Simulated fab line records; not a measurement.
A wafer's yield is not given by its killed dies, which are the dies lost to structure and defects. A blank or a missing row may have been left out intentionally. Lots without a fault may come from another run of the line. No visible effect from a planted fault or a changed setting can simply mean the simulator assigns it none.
A lot that was struck, set against a sound lot | flow n5Finfet | 26 out of 1938 route steps
Sound: wafers L555.2, L555.3, L555.4. Struck: wafer L569.1. (L569.2, L569.5 of the same lot were not struck and are left out.) The cause comes at the end.
At each step with rows: each side's tool, then ch and its chambers, then its first start. Under that, the readings that differ: sound wafers | struck wafers | difference of the means | sigmas: that difference in standard deviations of wafers without a fault.
alike: readings whose means differ by less than 2 such deviations, and words and numbers that are the same on both sides. not compared: withheld readings, readings that some wafer has no value for, bounds like >300 that may hide the same value, and numbers for which the record gives no deviation and whose values overlap.
A row with sigmas, a row that says differs or no value, or rows on one side alone: a step with any of these is where the two part. Numbers that have no deviation but don't overlap get no sigmas and don't part them. A reading that every wafer of one side lacks parts them only if that side has two wafers or more.

first, 9 steps without rows for these wafers: N5_BEOL_M7_COAT_60 (time 60 s, resist thk 35 nm); N5_BEOL_M7_COAT_05 (resist thk 90 nm); N5_BEOL_M7_EBR_07; N5_BEOL_M7_SOFTBAKE_06 (time 60 s); N5_BEOL_M7_EXPOSE_08 (exposes mask M7); N5_BEOL_M7_PEB_09 (peb time 60 s); N5_BEOL_M7_DEVELOP_10 (develop time 30 s); N5_BEOL_M7_DESCUM_16 (chemistry O2, time 7.9 s); N5_BEOL_M7_ETCH_61 (etches SiARC in CF4, target depth 45.5 nm, time 75.8 s).
N5_BEOL_M7_ETCH_62: etches SOC in N2/H2, target depth 110 nm, overetch 22 nm, time 165 s.
  sound on rieDiel-03 ch 1,2,3, day 10 08:07; struck on rieDiel-03 ch 2, day 14 07:58
reading             | sound      | struck | difference | sigmas
rfHoursCounterH (h) | 48 165 158 | 182    | +58        | 
  alike: drypumpMotorCurrentA, h2FlowSccm, oesProductAu, rfVppV, showerheadPlenumPTorr, throttleValvePct
then, 13 steps without rows for these wafers: N5_BEOL_M7_STRIP_68 (strips in N2/H2); N5_BEOL_M7_STRIP_67 (strips in CF4); N5_BEOL_M7_HM_OPEN_17 (chemistry Cl2/BCl3, target TiN, target depth 20 nm, overetch 6 nm); N5_BEOL_M7_STRIP_19 (strips in O2); N5_BEOL_M7_COAT_63 (time 60 s, resist thk 60 nm); N5_BEOL_M7_COAT_64 (time 60 s, resist thk 12 nm); N5_BEOL_M7_COAT_71 (time 60 s, resist thk 5 nm); N5_BEOL_M7_COAT_22 (resist thk 30 nm); N5_BEOL_M7_EBR_24; N5_BEOL_M7_SOFTBAKE_23 (time 60 s); N5_BEOL_M7_EXPOSE_25 (exposes mask V6, target cd 40 nm); N5_BEOL_M7_PEB_26 (peb time 60 s); N5_BEOL_M7_DEVELOP_27 (develop time 30 s).
N5_BEOL_M7_INSPECT_30: inspects for defects (brightfield).
  sound: defectInspect-01 at day 10 09:10; struck: defectInspect-01 at day 14 09:24
reading        | sound       | struck | difference | sigmas
rawDefectCount | 439 325 295 | 818    | +465       | +6
then, 1 step without rows for these wafers: N5_BEOL_M7_DESCUM_33 (chemistry O2, time 7 s).
-- record jumps: 3 days separate the struck wafers' starts on either side; left off in module BEOL_M7, taken up again in module PASSIVATION, whose first shown step is the route's number 1936 --
N5_PASSIVATION_PROBE_49:
  only the struck wafers here have rows in the record (prober-01, day 17 18:29); the sound ones have none

WHERE THEY PART
Last at N5_PASSIVATION_PROBE_49 as far as this record goes, first at N5_BEOL_M7_INSPECT_30.

WHY: whatever the simulator had introduced
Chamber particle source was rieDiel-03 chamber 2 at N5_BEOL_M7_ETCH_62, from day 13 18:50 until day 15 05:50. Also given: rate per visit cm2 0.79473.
